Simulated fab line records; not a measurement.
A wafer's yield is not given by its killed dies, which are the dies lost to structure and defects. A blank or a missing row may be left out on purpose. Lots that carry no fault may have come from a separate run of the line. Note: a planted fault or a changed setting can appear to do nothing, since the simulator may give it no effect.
fab line records	flow n5_finfet
record: lots: 11	wafers: 30	last_day: 18
route steps=1938 shown BEOL_M3@999 BEOL_M4@1021 PASSIVATION@1936
lots with no fault: from the same line, run without faults
start_h: hours from the record's first day to the start of the lot's first wafer shown	wait_h: hours from the lot's prior step to this one	" repeats the value in the row above	L1.1+2: several wafers, shown together as one row	- no value present, or no start provided	* or withheld: withheld	< > ~ a bound
route shown NAME@n: a module of which the file shows steps, and the number in the route of the first	usual: the fault-free wafers' mean and standard deviation	same: alike in all rows	chamber/n: place in a boat	sites: readings site by site	_std_site: the standard deviation of these	_edge_site: mean of outer sites minus mean of inner sites	radius_mm: how far each site lies from the wafer's centre	mask NAME#n: copy n	behind: the last tool/chamber to shape the wafer	hold: cause of the lot's hold/its duration in hours/its outcome	device: the transistor (n, p or np) that didn't switch	end of line: at the end of the route, the tests of the same wafers	a step with no rows: only its recipe	killed: dies lost to structure and defects at the first sort, not the wafer's yield	map: a wafer's dies, marking killed ones x, the rest . and places with no die _
set.NAME: the setting as run; set.NAME@STEP: as run at that earlier step	model.NAME: the simulator's own value behind a step, which no gauge read
the route's steps for a sample of lots (tables are steps, rows are wafers)
services: the hour from which a tool's chamber was out of use, counted from the record's first day as start_h (under 0 if before that day), plus the number of hours and why
== steps ==
step: N5_BEOL_M3_ANNEAL_82
recipe: temp_c: 400	time_s: 240	ambient: vacuum
usual: heater_power_w: 822/55
lot.wafer	tool	chamber	start_h	wait_h	heater_power_w
L616.4	pvd_sputter-02	-	151.62	0.0	920
L616.6	"	-	"	"	922
L619.2	pvd_sputter-02	-	166.31	0.0	762
L619.5	"	-	"	"	933
L619.6	"	-	"	"	792
L618.2	pvd_sputter-03	-	175.98	0.0	783
L618.3	"	-	"	"	847
L620.1	pvd_sputter-01	-	180.79	0.0	757
L620.4	"	-	"	"	777
L620.5	"	-	"	"	753
L622.1	pvd_sputter-01	-	183.83	0.0	781
L622.3	"	-	"	"	835
L622.4	"	-	"	"	752
L623.2	pvd_sputter-03	-	187.18	0.0	893
L623.3	"	-	"	"	780
L623.5	"	-	"	"	810
L629.2	pvd_sputter-01	-	257.12	0.0	781
L629.3	"	-	"	"	834
L629.6	"	-	"	"	775
L631.2	pvd_sputter-03	-	260.84	0.0	878
L631.4	"	-	"	"	800
L631.6	"	-	"	"	856
L632.1	pvd_sputter-02	-	261.66	0.0	925
L632.3	"	-	"	"	891
L632.5	"	-	"	"	938
L637.2	pvd_sputter-03	-	287.66	0.0	790
L637.4	"	-	"	"	862
L638.4	pvd_sputter-02	-	301.17	0.0	921
L638.5	"	-	"	"	831
L638.6	"	-	"	"	929
step: N5_BEOL_M3_SPUTTER_90
recipe: material: Cu	target_thk_a: 45	temp_c: -20	chamber_pressure_pa: 0.07	power_w: withheld	time_s: 8.29
usual: throttle_valve_pct: 30.2/0.94
lot.wafer	tool	chamber	start_h	wait_h	throttle_valve_pct
L616.4	pvd_sputter-02	-	152.20	0.1	30.1
L616.6	"	-	"	"	29.9
L619.2	pvd_sputter-02	-	166.89	0.1	29.4
L619.5	"	-	"	"	29.8
L619.6	"	-	"	"	29.6
L618.2	pvd_sputter-03	-	176.56	0.1	31.6
L618.3	"	-	"	"	29.0
L620.1	pvd_sputter-01	-	181.37	0.1	28.5
L620.4	"	-	"	"	31.5
L620.5	"	-	"	"	28.7
L622.1	pvd_sputter-01	-	184.41	0.1	31.7
L622.3	"	-	"	"	30.5
L622.4	"	-	"	"	28.7
L623.2	pvd_sputter-03	-	187.76	0.1	29.8
L623.3	"	-	"	"	30.7
L623.5	"	-	"	"	30.6
L629.2	pvd_sputter-01	-	257.70	0.1	28.5
L629.3	"	-	"	"	30.7
L629.6	"	-	"	"	31.8
L631.2	pvd_sputter-03	-	261.42	0.1	29.8
L631.4	"	-	"	"	30.7
L631.6	"	-	"	"	29.2
L632.1	pvd_sputter-02	-	262.24	0.1	30.1
L632.3	"	-	"	"	31.7
L632.5	"	-	"	"	30.0
L637.2	pvd_sputter-03	-	288.24	0.1	31.5
L637.4	"	-	"	"	29.8
L638.4	pvd_sputter-02	-	301.75	0.1	30.0
L638.5	"	-	"	"	29.9
L638.6	"	-	"	"	29.8
step: N5_BEOL_M3_CO_CAP_55
recipe: material: Co	target_thk_a: 20	temp_c: 200	precursor: CCTBA/H2	pressure_torr: 30	time_s: 102.1
usual: heater_power_outer_w: 126/14	heater_power_w: 242/26
lot.wafer	tool	chamber	start_h	wait_h	heater_power_outer_w	heater_power_w
L616.4	cvd_co-01	1	153.83	0.0	106	217
L616.6	"	0	"	"	132	253
L619.2	cvd_co-01	1	168.42	0.0	108	217
L619.5	"	2	"	"	138	267
L619.6	"	1	"	"	106	215
L618.2	cvd_co-02	2	178.08	0.0	136	240
L618.3	"	0	"	"	136	269
L620.1	cvd_co-01	2	182.89	0.0	140	254
L620.4	"	2	"	"	140	267
L620.5	"	1	"	"	106	210
L622.1	cvd_co-02	2	185.99	0.0	133	244
L622.3	"	1	"	"	109	201
L622.4	"	2	"	"	132	238
L623.2	cvd_co-01	1	189.30	0.0	107	214
L623.3	"	2	"	"	137	254
L623.5	"	1	"	"	104	213
L629.2	cvd_co-01	1	259.24	0.0	108	213
L629.3	"	2	"	"	143	270
L629.6	"	1	"	"	109	209
L631.2	cvd_co-02	2	262.95	0.0	132	238
L631.4	"	1	"	"	104	210
L631.6	"	0	"	"	135	278
L632.1	cvd_co-01	0	263.76	0.0	131	265
L632.3	"	2	"	"	139	262
L632.5	"	1	"	"	108	213
L637.2	cvd_co-02	0	289.77	0.0	141	277
L637.4	"	0	"	"	137	269
L638.4	cvd_co-01	0	303.31	0.0	135	264
L638.5	"	2	"	"	137	269
L638.6	"	1	"	"	108	217
step: N5_BEOL_M4_ILD_DEP_00
recipe: material: SiOC	target_thk_a: 790	temp_c: 350	precursor: DEMS/O2	pressure_torr: 5	rf_w: 500	time_s: 15.3
usual: heater_power_outer_w: 267/48	heater_power_w: 487/61	showerhead_plenum_p_Torr: 5.697/0.017	throttle_valve_pct: 11.9/0.41
lot.wafer	tool	chamber	start_h	wait_h	heater_power_outer_w	heater_power_w	showerhead_plenum_p_Torr	throttle_valve_pct
L616.4	pecvd-03	1	154.05	0.1	275	517	5.643	12.4
L616.6	"	1	"	"	280	507	5.659	12.4
L619.2	pecvd-03	2	168.66	0.0	272	461	5.699	12.3
L619.5	"	0	"	"	267	458	5.691	12.0
L619.6	"	2	"	"	271	464	5.709	12.2
L618.2	pecvd-04	2	178.33	0.0	277	556	5.703	11.8
L618.3	"	0	"	"	374	607	5.712	11.6
L620.1	pecvd-03	2	183.14	0.0	268	472	5.692	11.9
L620.4	"	0	"	"	275	459	5.700	11.9
L620.5	"	2	"	"	274	472	5.695	12.2
L622.1	pecvd-04	2	186.23	0.0	258	504	5.711	11.7
L622.3	"	1	"	"	214	449	5.706	12.8
L622.4	"	0	"	"	372	604	5.708	11.8
L623.2	pecvd-03	2	189.55	0.0	242	430	5.713	12.1
L623.3	"	0	"	"	259	444	5.683	11.8
L623.5	"	2	"	"	235	446	5.699	11.8
L629.2	pecvd-04	1	259.48	0.0	174	364	5.710	12.8
L629.3	"	0	"	"	335	535	5.697	11.7
L629.6	"	0	"	"	335	541	5.694	11.7
L631.2	pecvd-04	1	263.19	0.0	195	386	5.703	12.6
L631.4	"	2	"	"	208	434	5.724	11.4
L631.6	"	0	"	"	362	585	5.709	11.7
L632.1	pecvd-03	0	264.01	0.0	248	427	5.710	12.1
L632.3	"	2	"	"	220	391	5.685	11.3
L632.5	"	2	"	"	222	410	5.683	11.7
L637.2	pecvd-03	2	290.01	0.0	249	440	5.670	11.4
L637.4	"	2	"	"	244	440	5.696	11.6
L638.4	pecvd-03	0	303.54	0.1	258	458	5.686	12.4
L638.5	"	1	"	"	253	494	5.676	12.5
L638.6	"	2	"	"	229	403	5.680	11.5
step: N5_BEOL_M4_THK_MEAS_01
recipe: reads: SiOC_of_BEOL_M4_ILD_DEP_00
usual: M4_ILD_THK: 78.7/1.1
lot.wafer	tool	chamber	start_h	wait_h	M4_ILD_THK[nm]
L616.4	film_metro-02	-	154.12	0.1	77.8
L616.6	"	-	"	"	78.1
L619.2	film_metro-02	-	168.73	0.1	79.2
L619.5	"	-	"	"	78.5
L619.6	"	-	"	"	79.2
L618.2	film_metro-02	-	178.40	0.1	79.2
L618.3	"	-	"	"	78.5
L620.1	film_metro-01	-	183.21	0.0	78.6
L620.4	"	-	"	"	79.6
L620.5	"	-	"	"	80.2
L622.1	film_metro-01	-	186.30	0.0	78.9
L622.3	"	-	"	"	78.7
L622.4	"	-	"	"	80.2
L623.2	film_metro-02	-	189.61	0.1	80.2
L623.3	"	-	"	"	78.1
L623.5	"	-	"	"	80.0
L629.2	film_metro-01	-	259.55	0.1	77.4
L629.3	"	-	"	"	106.7
L629.6	"	-	"	"	108.4
L631.2	film_metro-01	-	263.26	0.1	76.3
L631.4	"	-	"	"	79.6
L631.6	"	-	"	"	108.8
L632.1	film_metro-02	-	264.07	0.0	78.8
L632.3	"	-	"	"	79.1
L632.5	"	-	"	"	81.4
L637.2	film_metro-01	-	290.08	0.1	79.2
L637.4	"	-	"	"	80.5
L638.4	film_metro-02	-	303.59	0.0	80.7
L638.5	"	-	"	"	79.3
L638.6	"	-	"	"	81.1
step: N5_BEOL_M4_RC_MEAS_101
usual: DIBL_N: 36.1/2	DIBL_P: 36.3/2.5	IOFF_N: 0.16/0.037	IOFF_P: 0.21/0.039	ION_N: 678/15	ION_P: 465/8.7	SS_N: 71.4/0.7	SS_P: 73.3/0.74	VT_N: 249/3.6	VT_P: -250.0/2.9
lot.wafer	tool	chamber	start_h	wait_h	DIBL_N[mV/V]	DIBL_P[mV/V]	IOFF_N[nA/um]	IOFF_P[nA/um]	ION_N[uA/um]	ION_P[uA/um]	SS_N[mV/dec]	SS_P[mV/dec]	VT_N[mV]	VT_P[mV]
L616.4	prober-01	0	162.15	0.5	35.5	36.4	0.16	0.26	669	475	72.2	73.6	251	-243.3
L616.6	"	0	"	"	33.2	33.5	0.11	0.20	649	462	71.1	72.7	257	-247.6
L619.2	prober-02	0	181.22	0.2	33.3	30.4	0.09	0.15	643	452	70.6	72.3	257	-252.8
L619.5	"	0	"	"	36.9	35.9	0.14	0.21	684	470	71.0	72.7	250	-250.1
L619.6	"	0	"	"	33.6	30.2	0.09	0.14	642	443	70.6	71.8	258	-255.9
L618.2	prober-01	0	191.52	0.2	35.7	35.4	0.14	0.17	675	457	70.6	73.0	254	-255.2
L618.3	"	0	"	"	37.6	37.8	0.18	0.22	674	460	72.1	74.7	249	-249.7
L620.1	prober-01	0	195.83	0.0	37.2	35.6	0.17	0.23	688	472	71.7	74.1	249	-251.1
L620.4	"	0	"	"	39.2	36.4	0.20	0.25	681	459	72.3	73.8	247	-249.6
L620.5	"	0	"	"	38.7	36.8	0.18	0.26	688	473	72.6	73.2	249	-251.2
L622.1	prober-01	0	198.46	0.1	34.8	35.2	0.14	0.18	687	470	71.5	72.7	251	-250.1
L622.3	"	0	"	"	34.5	35.1	0.13	0.17	670	459	71.3	73.1	251	-251.9
L622.4	"	0	"	"	38.4	40.7	0.21	0.27	687	472	72.4	74.3	244	-245.6
L623.2	prober-02	0	199.78	0.2	32.3	30.4	0.09	0.14	653	459	70.1	71.2	257	-253.7
L623.3	"	0	"	"	34.5	33.9	0.12	0.18	666	465	71.4	73.0	251	-250.1
L623.5	"	0	"	"	37.8	38.5	0.17	0.25	672	467	71.9	73.8	248	-247.8
L629.2	prober-02	0	275.26	0.2	38.2	39.3	0.20	0.22	691	468	72.0	73.3	247	-249.6
L632.1	prober-02	0	283.95	0.0	32.4	32.2	0.11	0.13	660	448	70.8	71.7	252	-256.9
L632.3	"	0	"	"	35.0	36.2	0.15	0.18	670	458	71.6	73.5	250	-254.3
L632.5	"	0	"	"	32.9	34.0	0.13	0.16	675	461	70.4	71.8	248	-254.9
L631.2	prober-02	0	285.04	0.7	38.7	38.7	0.22	0.25	690	463	72.0	74.1	246	-247.5
L631.4	"	0	"	"	37.1	37.5	0.20	0.23	690	469	71.7	72.8	246	-248.3
L637.2	prober-02	0	306.21	0.2	38.5	39.9	0.21	0.22	685	455	72.0	74.3	248	-252.6
L637.4	"	0	"	"	35.2	34.9	0.15	0.16	671	451	70.6	72.9	252	-256.1
L638.4	prober-01	0	325.44	0.5	39.8	41.0	0.25	0.31	702	476	72.3	74.4	242	-245.9
L638.5	"	0	"	"	36.3	37.9	0.17	0.25	687	474	71.1	74.2	246	-244.9
L638.6	"	0	"	"	37.8	38.1	0.21	0.24	689	460	72.4	74.1	244	-248.1
step: N5_PASSIVATION_PROBE_49
usual: defect_limited_yield: 91.1/1.3	killed_at_M0_to_M3: 32/9.7	killed_at_M4_up: 16/6	killed_at_contacts: 12/5.9	killed_at_front_end: 41/11	killed_at_other: 4/3.1	killed_dies: 104/16	killed_on_rim: 14/4	killed_open: 68/12	killed_short: 34/7.4	sort_bin_5_function: 5.1/0.85	sort_bin_6_memory: 3.3/0.66	sort_bin_8_speed: 0.1/0.53	sort_n_pass: 1075/16	sort_yield_pct: 91.1/1.4
same: gross_dies: 1180	killed_at_back_side: 0	sort_bin_4_leakage[%]: 0
lot.wafer	tool	chamber	start_h	wait_h	defect_limited_yield[%]	killed_at_M0_to_M3	killed_at_M4_up	killed_at_contacts	killed_at_front_end	killed_at_other	killed_dies	killed_on_rim	killed_open	killed_short	sort_bin_5_function[%]	sort_bin_6_memory[%]	sort_bin_8_speed[%]	sort_n_pass	sort_yield_pct[%]
L629.2	prober-02	-	376.96	0.1	90.1	39	22	12	42	2	117	14	85	32	5.6	3.8	0	1063	90.1
L629.3	prober-02	-	377.01	0.1	10.9	37	966	10	35	3	1051	59	78	35	84.5	3.8	0	129	10.9
L629.6	prober-02	-	377.16	0.3	11.6	25	974	18	26	0	1043	57	67	24	85.5	2.5	0	137	11.6
L631.2	prober-02	-	399.00	0.1	89.8	45	10	10	55	0	120	17	81	31	5.7	3.8	0	1060	89.8
L631.4	prober-02	-	399.10	0.2	88.7	43	11	14	57	8	133	19	81	48	5.4	4.9	0	1047	88.7
L631.6	prober-02	-	399.20	0.3	10.3	63	949	11	33	3	1059	69	79	37	86.2	3.3	0	121	10.3
killed by level:class
L629.2 BEOL_M4:geometric_particle:open=16 STI_FIN_REVEAL:geometric_particle:open=13 MOL_CONTACT_COAG:geometric_particle:open=10 BEOL_M1:geometric_particle:open=9 BEOL_M0_SAQP:geometric_particle:open=8 DUMMY_GATE:geometric_particle:open=7 FIN_SAQP:geometric_particle:open=6 BEOL_M2:geometric_particle:open=6
L629.3 BEOL_M4:area_dep=938 BEOL_M4:geometric_particle:open=15 STI_FIN_REVEAL:geometric_particle:open=14 BEOL_M1:geometric_particle:open=12 MOL_CONTACT_COAG:geometric_particle:open=7 BEOL_M4:geometric_particle:short=7 BEOL_M3:geometric_particle:open=7 DUMMY_GATE:geometric_particle:open=5
L629.6 BEOL_M4:area_dep=951 MOL_CONTACT_COAG:geometric_particle:open=14 BEOL_M4:geometric_particle:open=12 STI_FIN_REVEAL:geometric_particle:open=8 BEOL_M2:geometric_particle:open=8 BEOL_M1:geometric_particle:open=5 BEOL_M3:geometric_particle:open=5 MOL_CONTACT_COAG:geometric_particle:short=4
L631.2 FIN_SAQP:geometric_particle:open=14 BEOL_M3:geometric_particle:open=12 BEOL_M0_SAQP:geometric_particle:open=11 FIN_SAQP:geometric_particle:short=10 BEOL_M2:geometric_particle:open=9 HKMG_FIN:area_etch=8 MOL_CONTACT_COAG:geometric_particle:open=7 BEOL_M0_SAQP:geometric_particle:short=7
L631.4 FIN_SAQP:geometric_particle:open=14 MOL_CONTACT_COAG:geometric_particle:open=13 BEOL_M0_SAQP:geometric_particle:short=13 BEOL_M2:geometric_particle:open=11 FIN_SAQP:geometric_particle:short=10 BEOL_M0_SAQP:geometric_particle:open=7 BEOL_M3:geometric_particle:open=5 STI_FIN_REVEAL:geometric_particle:open=4
L631.6 BEOL_M4:area_dep=943 BEOL_M2:geometric_particle:open=16 BEOL_M0_SAQP:geometric_particle:short=14 BEOL_M0_SAQP:geometric_particle:open=13 FIN_SAQP:geometric_particle:open=11 MOL_CONTACT_COAG:geometric_particle:open=10 FIN_SAQP:geometric_particle:short=8 BEOL_M3:geometric_particle:open=8
== services ==
tool	chamber	start_h	hours	kind
cvd_co-02	-	130.46	0.2	repair
pecvd-04	0	131.92	2.1	scheduled_down
pecvd-03	0	152.39	2.1	scheduled_down
pecvd-03	2	154.52	5.5	scheduled_down
pecvd-04	-	155.23	2.8	pm
pecvd-04	-	160.06	0.3	repair
cvd_co-02	-	200.41	6.9	pm
pecvd-03	2	202.38	-	clean
pecvd-03	2	202.38	-	consumable_replace:showerhead
pecvd-03	2	202.38	29.0	scheduled_down
pecvd-03	2	202.38	29.0	vent_cycle
cvd_co-01	-	207.31	2.8	pm
pecvd-04	1	210.67	3.4	repair
pecvd-04	1	214.10	5.5	scheduled_down
pecvd-04	1	219.64	5.5	scheduled_down
pecvd-03	0	237.39	5.5	scheduled_down
pecvd-04	0	238.10	-	calibration
cvd_co-02	2	241.25	7.8	repair
pecvd-03	0	243.03	4.9	repair
cvd_co-02	-	268.00	0.5	repair
pecvd-03	2	273.09	2.1	scheduled_down
== key ==
first_sign: step: N5_BEOL_M4_THK_MEAS_01	reading: M4_ILD_THK	direction: up	sigmas: 28	usual: 78.7	struck: 108.0
effect: step: N5_PASSIVATION_PROBE_49	reading: killed_at_M4_up	direction: up	sigmas: 99+	usual: 16	struck: 963
more_kills_born_at: N5_BEOL_M4_ILD_DEP_00@pecvd-04: 2832
met_at N5_BEOL_M4_ILD_DEP_00
struck_lots L629,L631
struck_wafers L629.3,L629.6,L631.6
later_rows_left_out L629.3,L629.6,L631.6
not_acting_at N5_BEOL_M3_ANNEAL_82,N5_BEOL_M3_SPUTTER_90,N5_BEOL_M3_CO_CAP_55
onset_between 186.23 259.48
fault: kind: process_parameter_drift	tool: pecvd-04	chamber: 0	onset_h: 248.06	steps: N5_BEOL_M4_ILD_DEP_00	channel: time_s	offset: *	shape: step	end_h: 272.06	acts_in: *	stated: *
later_rows_left_out: the simulator's readings of these wafers behind a module that went badly wrong aren't trusted and aren't shown, but for the sort
